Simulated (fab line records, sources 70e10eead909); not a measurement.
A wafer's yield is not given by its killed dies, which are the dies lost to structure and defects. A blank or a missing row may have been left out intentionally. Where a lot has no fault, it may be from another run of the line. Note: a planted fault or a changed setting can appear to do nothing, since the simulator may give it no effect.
What tool caused it? ; flow nand-harc ; 12 lots, 36 wafers sampled, at 5 steps of a route of 1302

WHAT EACH GAUGE READ, for each wafer
NHARC_P_ZERO_WELL_CD_MEAS_24: the cd target is 720 nm. Usual: cd-nm 720.0 nm, standard deviation 1.2.
lot;measured;on;cd-nm (nm);flag
L126;day 2 09:50;cd-sem-02;718.9 720.2 719.2;
L129;day 3 14:36;cd-sem-01;719.6 720.6 720.1;
L131;day 4 10:46;cd-sem-02;719.5 720.5 721.0;
L133;day 5 06:39;cd-sem-01;720.3 721.4 719.9;
L134;day 5 16:36;cd-sem-02;720.0 718.1 718.7;
L135;day 6 02:29;cd-sem-01;722.0 721.8 720.5;
L137;day 6 22:52;cd-sem-02;721.7 720.1 720.1;
L139;day 7 18:34;cd-sem-03;717.8 720.6 720.7;
L142;day 9 00:36;cd-sem-03;713.6 711.9 711.6;OFF
L144;day 9 20:34;cd-sem-03;710.8 711.1 713.7;OFF
L147;day 11 02:37;cd-sem-01;719.4 720.3 721.0;
L148;day 11 12:35;cd-sem-01;720.6 718.4 718.3;

NHARC_P_GATE_INSPECT_28. Usual: raw-defect-count 5.6, standard deviation 2.8.
lot;measured;on;raw-defect-count;flag
L126;day 5 13:28;defect-inspect-01;5 7 12;
L129;day 6 16:00;defect-inspect-01;3 5 3;
L131;day 7 11:02;defect-inspect-02;5 8 5;
L133;day 8 05:50;defect-inspect-02;7 4 5;
L134;day 8 17:46;defect-inspect-02;8 3 2;
L135;day 9 09:30;defect-inspect-02;5 3 2;
L137;day 9 23:13;defect-inspect-02;7 1 3;
L139;day 10 23:38;defect-inspect-01;5 2 5;
L142;day 12 00:00;defect-inspect-01;8 10 7;
L144;day 12 22:50;defect-inspect-02;6 9 5;
L147;day 13 21:50;defect-inspect-01;4 4 4;
L148;day 14 12:00;defect-inspect-01;12 4 10;

TOOL THAT RAN EACH LOT (tool first, then ch and the chambers of the sampled wafers, then the start)
lot;NHARC_P_ZERO_WELL_ETCH_63;NHARC_P_ZERO_WELL_PEB_22;NHARC_P_STI_CMP_21
L126;rie-si-04 ch 0,1,2, day 2 08:55;litho-track-02 ch 0, day 2 09:45;cmp-03 ch 0,1,3, day 4 03:59
L129;rie-si-01 ch 0,1,2, day 3 13:41;litho-track-03 ch 0, day 3 14:31;cmp-04 ch 2,3, day 5 07:43
L131;rie-si-01 ch 0,1,2, day 4 09:50;litho-track-05 ch 0, day 4 10:40;cmp-03 ch 1,3, day 6 01:55
L133;rie-si-06 ch 1,2, day 5 05:50;litho-track-02 ch 0, day 5 06:34;cmp-04 ch 2,3, day 6 23:34
L134;rie-si-06 ch 2,3, day 5 15:40;litho-track-05 ch 0, day 5 16:30;cmp-02 ch 0,3, day 7 10:06
L135;rie-si-01 ch 0,1,2, day 6 01:35;litho-track-02 ch 0, day 6 02:23;cmp-04 ch 1,2, day 7 21:38
L137;rie-si-04 ch 1,2, day 6 21:56;litho-track-03 ch 0, day 6 22:46;cmp-04 ch 1,2,3, day 8 15:17
L139;rie-si-04 ch 0,1, day 7 17:35;litho-track-02 ch 0, day 7 18:28;cmp-03 ch 0,1,2, day 9 17:04
L142;rie-si-04 ch 1,3, day 8 23:40;litho-track-05 ch 0, day 9 00:31;cmp-03 ch 0,2,3, day 10 15:56
L144;rie-si-06 ch 0,1,3, day 9 19:46;litho-track-05 ch 0, day 9 20:28;cmp-04 ch 0,1,3, day 11 14:25
L147;rie-si-06 ch 0,2,3, day 11 01:42;litho-track-03 ch 0, day 11 02:31;cmp-03 ch 0,1,2, day 12 15:47
L148;rie-si-01 ch 1,2, day 11 11:40;litho-track-02 ch 0, day 11 12:30;cmp-03 ch 1,2,3, day 13 02:28
- NHARC_P_ZERO_WELL_ETCH_63: etches the open film in HBr/Cl2, target depth 120 nm, time 40.1 s.
- NHARC_P_ZERO_WELL_PEB_22: peb time 85 s.
- NHARC_P_STI_CMP_21: polishes, t overpolish 20 s, target thk 380.67 nm.

WHAT THE TOOLS THEMSELVES READ (means of the sampled wafers that have a number; where no wafer has one, the mark that the record gives instead)
NHARC_P_ZERO_WELL_ETCH_63. Usual: drypump-motor-current-A 5.8 A, standard deviation 0.38; oes-product-au 1.000 a.u., standard deviation 0.0072; rf-fwd-power-W 395.2 W, standard deviation 2; throttle-valve-pct 26.407 %, standard deviation 0.0094.
lot;tool;drypump-motor-current-A (A);oes-product-au (a.u.);rf-fwd-power-W (W);throttle-valve-pct (%);flag
L126;rie-si-04;5.8;0.994;395.8;26.403;
L129;rie-si-01;5.8;1.002;394.3;26.403;
L131;rie-si-01;5.7;1.004;396.5;26.406;
L133;rie-si-06;6.0;0.994;396.0;26.406;
L134;rie-si-06;5.6;0.988;395.1;26.398;
L135;rie-si-01;5.7;0.995;395.4;26.407;
L137;rie-si-04;5.5;1.004;396.7;26.404;
L139;rie-si-04;6.0;1.002;393.2;26.407;
L142;rie-si-04;6.1;1.009;396.2;26.404;
L144;rie-si-06;5.8;0.998;394.4;26.414;
L147;rie-si-06;5.6;0.992;394.7;26.402;
L148;rie-si-01;5.5;0.997;394.2;26.391;

NHARC_P_ZERO_WELL_PEB_22. Usual: heater-power-total-W 164.00 W, standard deviation 0.28; plate-temp-C 117.97 C, standard deviation 0.11.
lot;tool;heater-power-total-W (W);plate-temp-C (C);flag
L126;litho-track-02;163.81;117.99;
L129;litho-track-03;163.97;118.00;
L131;litho-track-05;164.25;117.89;
L133;litho-track-02;164.03;117.92;
L134;litho-track-05;163.86;117.95;
L135;litho-track-02;163.94;117.87;
L137;litho-track-03;164.43;118.01;
L139;litho-track-02;163.85;117.93;
L142;litho-track-05;157.24;114.33;OFF
L144;litho-track-05;157.11;114.11;OFF
L147;litho-track-03;164.15;117.91;
L148;litho-track-02;164.10;117.98;

NHARC_P_STI_CMP_21. Usual: motor-current-A 11.0 A, standard deviation 1.2; overpolish-run-s 20.000 s, standard deviation 0.0082.
lot;tool;motor-current-A (A);overpolish-run-s (s);flag
L126;cmp-03;11.7;20.003;
L129;cmp-04;11.6;19.994;
L131;cmp-03;12.0;19.996;
L133;cmp-04;11.5;20.001;
L134;cmp-02;13.0;20.003;
L135;cmp-04;10.8;19.994;
L137;cmp-04;10.7;20.001;
L139;cmp-03;11.1;20.004;
L142;cmp-03;10.5;20.001;
L144;cmp-04;10.3;20.003;
L147;cmp-03;11.4;20.004;
L148;cmp-03;10.8;20.003;

THE ANSWER, worked out from the rows above alone
Rule: a lot counts as off when the mean over its wafers that have a number is more than 3 standard deviations away from the usual mean. A lot without any number at a reading at which 4 lots or more have one is off too. All remaining lots with rows at the step are treated as sound. After the gauges, taken in route order, come the tools' own readings; for these a lot's mean is taken, as printed above. At the first step where some lot is off, the reading lying furthest off is the one used; lots without a number count as furthest.
Off at NHARC_P_ZERO_WELL_CD_MEAS_24 (cd-nm): L142, L144.
If a tool, at a process step before that reading, ran all the lots that are off and no sound lot after the first of them, it fits. The gauges at NHARC_P_ZERO_WELL_CD_MEAS_24 aren't tried: what is off there is off at NHARC_P_ZERO_WELL_PEB_22 too, on other tools, and a gauge's error can't cause that. One fits: litho-track-05 at NHARC_P_ZERO_WELL_PEB_22. Its last sound lot is L134 (day 5 16:30), its first lot that is off L142 (day 9 00:31): a fault that began between those two fits.
The tool's own readings at NHARC_P_ZERO_WELL_PEB_22 bear it out: on the lots that are off they differ by more than 5 times the standard deviation of the sound lots' means. heater-power-total-W reads 157.18 W there against 164.04 W on the sound lots; plate-temp-C reads 114.22 C there against 117.95 C on the sound lots.

WHAT THE SIMULATOR PUT IN
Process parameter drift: litho-track-05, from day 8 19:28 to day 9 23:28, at NHARC_P_ZERO_WELL_PEB_22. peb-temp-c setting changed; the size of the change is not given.
Lots struck among those shown: L142, L144. The rule above found the same.
